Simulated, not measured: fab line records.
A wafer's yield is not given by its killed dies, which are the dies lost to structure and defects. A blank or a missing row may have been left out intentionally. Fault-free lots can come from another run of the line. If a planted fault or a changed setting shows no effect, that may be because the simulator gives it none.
Chamber matching | flow n5_finfet | N5_BEOL_M7_CMP_52 on cmp-02: 4 sister chambers
The step polishes, stops on SiCOH lowk, t overpolish 6.9 s, target thk 80 nm. 7 wafers are shown with their chamber, then 7 later ones without.

## WAFERS WITH THEIR CHAMBER
wafer  | chamber | motor_current_A (A) | overpolish_run_s (s)
L948.5 | 0       | 5.8                 | 6.889
L954.5 | 2       | 6.2                 | 6.903
L952.2 | 1       | 6.3                 | 6.890
L952.5 | 2       | 6.6                 | 6.913
L952.6 | 3       | 4.7                 | 6.903
L959.4 | 3       | 5.0                 | 6.894
L959.5 | 1       | 6.4                 | 6.900

## WAFERS WITH NO CHAMBER GIVEN
wafer  | motor_current_A (A) | overpolish_run_s (s)
L959.6 | 6.8                 | 6.901
L961.3 | 5.0                 | 6.895
L961.4 | 6.6                 | 6.899
L961.5 | 6.2                 | 6.899
L958.1 | 7.3                 | 6.902
L958.5 | 6.6                 | 6.885
L958.6 | 5.0                 | 6.908

## EACH ONE'S CHAMBER
wafer  | from the rows above          | in truth
L959.6 | can't be placed: 2 or 1      | 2
L961.3 | 3                            | 3
L961.4 | can't be placed: 1 or 2      | 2
L961.5 | can't be placed: 1 or 2 or 0 | 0
L958.1 | can't be placed: 2 or 1      | 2
L958.5 | can't be placed: 1 or 2 or 0 | 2
L958.6 | 3                            | 3
2 of 7 placed correctly. Not placeable from these rows: 5 (in 5, the candidates include the true chamber). 0 placed wrongly.
How it was worked out, from the rows above alone: a wafer's distance from a chamber is the root of the sum, over the readings, of the square of ((its reading less the chamber's mean) divided by the reading's scatter). The wafer belongs to the nearest chamber; if the next one is less than 2 further off, it can't be placed. A chamber's mean is the mean of its shown wafers. The scatter: the root of (the sum of the squares of (reading less its chamber's mean) over the shown wafers, divided by (wafers less chambers)).
